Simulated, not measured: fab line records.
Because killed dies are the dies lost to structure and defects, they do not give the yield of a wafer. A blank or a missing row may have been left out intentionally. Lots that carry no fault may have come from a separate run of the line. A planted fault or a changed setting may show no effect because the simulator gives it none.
Chamber matching | flow n5 finfet | rie diel-05 running N5_FIN_CUT_ETCH_21: 4 sister chambers
The step etches SOC in N2/H2, target depth 219 nm, overetch 43.8 nm, time 523.5 s. 16 wafers are shown with their chamber, then 8 later ones without.

## WAFERS PAIRED WITH THEIR CHAMBERS
wafer  | chamber | showerhead plenum p Torr (Torr) | throttle valve pct (%) | drypump motor current A (A)
L075.1 | 2       | 2.65                            | 17.44                  | 6.0
L075.5 | 2       | 2.65                            | 17.46                  | 6.0
L075.6 | 1       | 2.50                            | 18.06                  | 5.2
L076.1 | 1       | 2.50                            | 18.05                  | 5.2
L076.2 | 2       | 2.64                            | 17.47                  | 6.0
L076.3 | 3       | 2.51                            | 18.06                  | 5.6
L076.4 | 0       | 2.55                            | 17.76                  | 6.1
L076.5 | 1       | 2.50                            | 18.06                  | 5.2
L076.6 | 0       | 2.55                            | 17.75                  | 6.2
L080.1 | 1       | 2.50                            | 18.08                  | 5.2
L080.3 | 2       | 2.64                            | 17.47                  | 6.1
L080.5 | 2       | 2.64                            | 17.47                  | 6.1
L081.1 | 1       | 2.50                            | 18.08                  | 5.2
L081.4 | 2       | 2.64                            | 17.49                  | 6.0
L081.6 | 1       | 2.50                            | 18.07                  | 5.2
L090.1 | 0       | 2.54                            | 17.80                  | 6.2

SIGNATURES (averages over the wafers above)
reading                  | chamber 0 | chamber 1 | chamber 2 | chamber 3 | scatter within a chamber
showerhead plenum p Torr | 2.5467    | 2.5000    | 2.6433    | 2.5100    | 0.00408
throttle valve pct       | 17.7700   | 18.0667   | 17.4667   | 18.0600   | 0.017
drypump motor current A  | 6.167     | 5.200     | 6.033     | 5.600     | 0.0408
Rule: a wafer's distance from a chamber is the root of the sum, over the readings, of the square of ((its reading less the chamber's mean) divided by the reading's scatter). The wafer belongs to the nearest chamber; if the next one is less than 2 further off, it can't be placed. The scatter: the root of (the sum of the squares of (reading less its chamber's mean) over the shown wafers, divided by (wafers less chambers)).

## WAFERS WITHOUT THEIR CHAMBER
wafer  | showerhead plenum p Torr (Torr) | throttle valve pct (%) | drypump motor current A (A)
L090.2 | 2.49                            | 17.69                  | 5.2
L090.3 | 2.63                            | 17.50                  | 6.1
L093.3 | 2.50                            | 17.69                  | 5.6
L093.4 | 2.54                            | 17.79                  | 6.2
L093.6 | 2.63                            | 17.50                  | 6.0
L094.1 | 2.63                            | 17.51                  | 6.1
L094.4 | 2.49                            | 17.69                  | 5.2
L094.6 | 2.63                            | 17.51                  | 6.1

## WHICH CHAMBER EACH ONE RAN IN
wafer  | from the rows above | in truth
L090.2 | 1                   | 1
L090.3 | 2                   | 2
L093.3 | 0                   | 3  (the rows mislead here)
L093.4 | 0                   | 0
L093.6 | 2                   | 2
L094.1 | 2                   | 2
L094.4 | 1                   | 1
L094.6 | 2                   | 2
7 of 8 placed correctly. Left unplaced by these rows: 0. 1 placed wrongly.
